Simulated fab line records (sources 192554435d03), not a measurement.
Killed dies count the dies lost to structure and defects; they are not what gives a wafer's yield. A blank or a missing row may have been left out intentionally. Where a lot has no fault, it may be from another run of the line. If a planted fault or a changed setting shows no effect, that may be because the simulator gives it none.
Struck lot and sound lot, side by side	flow n5-finfet	37 steps out of a route of 1938
Sound: these wafers, L446.1, L446.2, L446.4. Struck: wafer L463.6 (left out: L463.2, L463.3 of the same lot, which were not struck); the cause appears at the end.
For every step that has rows: the tool of each side, followed by ch and its chambers, followed by its first start. Under that, the readings that differ: sound wafers	struck wafers	difference of the means	sigmas: that difference in standard deviations of wafers without a fault.
alike: words and numbers the same on both sides, and readings whose means are apart by under 2 such deviations; not compared: readings that were withheld, readings missing a value for some wafer, numbers with overlapping values and no deviation given by the record, and bounds like >300 which may hide the same value.
The two part at a step that has a row with sigmas, a row that says differs or no value, or rows on one side only. Numbers that have no deviation but don't overlap get no sigmas and don't part them. A reading missing from all wafers of one side parts the sides only when that side holds two or more wafers.

first, 10 steps without rows for these wafers: N5_DUMMY_GATE_ETCH_44 (etches poly-Si in HBr/O2, stops on SiO2, target depth 127.5 nm); N5_DUMMY_GATE_ETCH_42 (etches SiO2 in CHF3/O2, target depth 3.5 nm, time 31 s); N5_DUMMY_GATE_STRIP_48 (strips in N2/H2, time 20 s); N5_DUMMY_GATE_PRECLEAN_33 (cleans in dHF, time 10 s); N5_DUMMY_GATE_PRECLEAN_25 (cleans in O3/DIW, time 45 s); N5_DUMMY_GATE_PRECLEAN_51 (cleans in SC2, time 45 s); N5_DUMMY_GATE_SRD_26 (time 30 s); N5_DUMMY_GATE_UV_OZONE_45 (time 120 s); N5_SPACER0_ALD_07 (deposits SiNx, target thk 2 nm); N5_SPACER0_ALD_00 (deposits SiOCN, target thk 3.5 nm, pulse time 3 s, purge time 2 s).
N5_SPACER0_ALD_08: deposits SiNx, target thk 2 nm.
  sound on ald-sin-03 ch 0,1,3, day 3 06:14; struck on ald-sin-03 ch 2, day 7 14:46
reading	sound	struck	difference	sigmas
model.SiNx_of_SPACER0_ALD_08.thk-nm (nm)	2 2 2	1.4	-0.6	
  alike: heater-power-w
then, 18 steps without rows for these wafers: N5_SD_EPI_N_COAT_32 (time 60 s, resist thk 350 nm); N5_SD_EPI_N_COAT_33 (time 60 s, resist thk 35 nm); N5_SD_EPI_N_COAT_03 (resist thk 150 nm); N5_SD_EPI_N_EBR_05; N5_SD_EPI_N_SOFTBAKE_04 (time 60 s); N5_SD_EPI_N_EXPOSE_06 (exposes mask SD N BLK, target cd 120 nm); N5_SD_EPI_N_PEB_07 (peb time 60 s); N5_SD_EPI_N_DEVELOP_08 (develop time 30 s); N5_SD_EPI_N_DESCUM_14 (chemistry O2, time 7.9 s); N5_SD_EPI_N_ETCH_34 (etches SiARC in CF4, target depth 45.5 nm, time 75.8 s); N5_SD_EPI_N_ETCH_35 (etches SOC in N2/H2, overetch 108 nm, time 486 s); N5_SD_EPI_N_STRIP_36 (strips in N2/H2); N5_SD_EPI_N_ETCHBACK_44 (etches SiNx in CH3F/O2, stops on SiO2, target depth 14.5 nm); N5_SD_EPI_N_ETCH_45 (etches SiOCN in CH3F/O2, target depth 6 nm); N5_SD_EPI_N_ETCH_16 (etches SiO2 in CHF3/O2, target depth 5 nm); N5_SD_EPI_N_STRIP_47 (strips in CHF3/O2); N5_SD_EPI_N_SD_RECESS_17 (chemistry HBr/Cl2/O2, target depth 41 nm, time 23.7 s, bt time 3 s); N5_SD_EPI_N_STRIP_38 (strips in N2/H2).
N5_SD_EPI_N_WET_ETCH_43: etches SiO2 in dHF, time 14 s, target depth 1.5 nm.
  sound on wet-bench-01 ch 3,5,7, day 3 07:38; struck on wet-bench-06 ch 1, day 7 16:29
reading	sound	struck	difference	sigmas
model.SiNx_of_SPACER0_ALD_08.thk-nm (nm)	1.6 1.4 1.6	0.8	-0.7	
then, 5 steps without rows for these wafers: N5_SD_EPI_N_STRIP_18 (strips in SPM, time 750 s); N5_SD_EPI_N_SRD_20 (time 30 s); N5_SD_EPI_N_PRECLEAN_48 (cleans in NF3:NH3, afs cycles 2, time 20 s, sublimation time 60 s); N5_SD_EPI_N_VAPOR_ETCH_50 (etches Si in HCl, time 54 s); N5_SD_EPI_N_EPI_21 (deposits Si:P, time 690 s).
-- record jumps: 5 days separate the struck wafers' starts on either side; left off in module SD_EPI_N, taken up again in module BEOL_M4, whose first shown step is the route's number 1111 --
N5_BEOL_M4_RC_MEAS_101:
  sound on prober-02 ch 0, day 8 03:44; struck on prober-01 ch 0, day 12 17:07
reading	sound	struck	difference	sigmas
DIBL_P (mV/V)	33.6 34.6 34.5	39.8	+5.6	+4
IOFF_N (nA/um)	0.146 0.151 0.158	0.222	+0.070	+4
IOFF_N_85C (nA/um)	2.8 2.9 3.0	4.2	+1.3	+4
IOFF_N_LIN (nA/um)	0.069 0.070 0.070	0.094	+0.024	+3
IOFF_P (nA/um)	0.190 0.207 0.204	0.287	+0.087	+4
IOFF_P_85C (nA/um)	3.3 3.6 3.5	4.8	+1.3	+4
IOFF_P_LIN (nA/um)	0.092 0.099 0.097	0.130	+0.034	+4
ION_N (uA/um)	674 660 666	694	+27	+3
ION_P (uA/um)	462 462 457	473	+13	+2
REXT_N (ohm.um)	74.1 75.2 74.8	69.9	-4.8	-3
REXT_P (ohm.um)	102.0 100.1 101.5	93.5	-7.7	-4
VT_N (mV)	250.3 250.2 250.9	244.0	-6.5	-3
  alike: DIBL_N, SS_N, SS_P, VT_P
-- record jumps: 5 days separate the struck wafers' starts on either side; left off in module BEOL_M4, taken up again in module PASSIVATION, whose first shown step is the route's number 1936 --
N5_PASSIVATION_PROBE_49:
  only the struck wafers here have rows in the record (prober-02, day 17 10:25); the sound ones have none

WHERE THEY PART
First at N5_BEOL_M4_RC_MEAS_101; last, within this record, at N5_PASSIVATION_PROBE_49.

WHY: what the simulator had put in
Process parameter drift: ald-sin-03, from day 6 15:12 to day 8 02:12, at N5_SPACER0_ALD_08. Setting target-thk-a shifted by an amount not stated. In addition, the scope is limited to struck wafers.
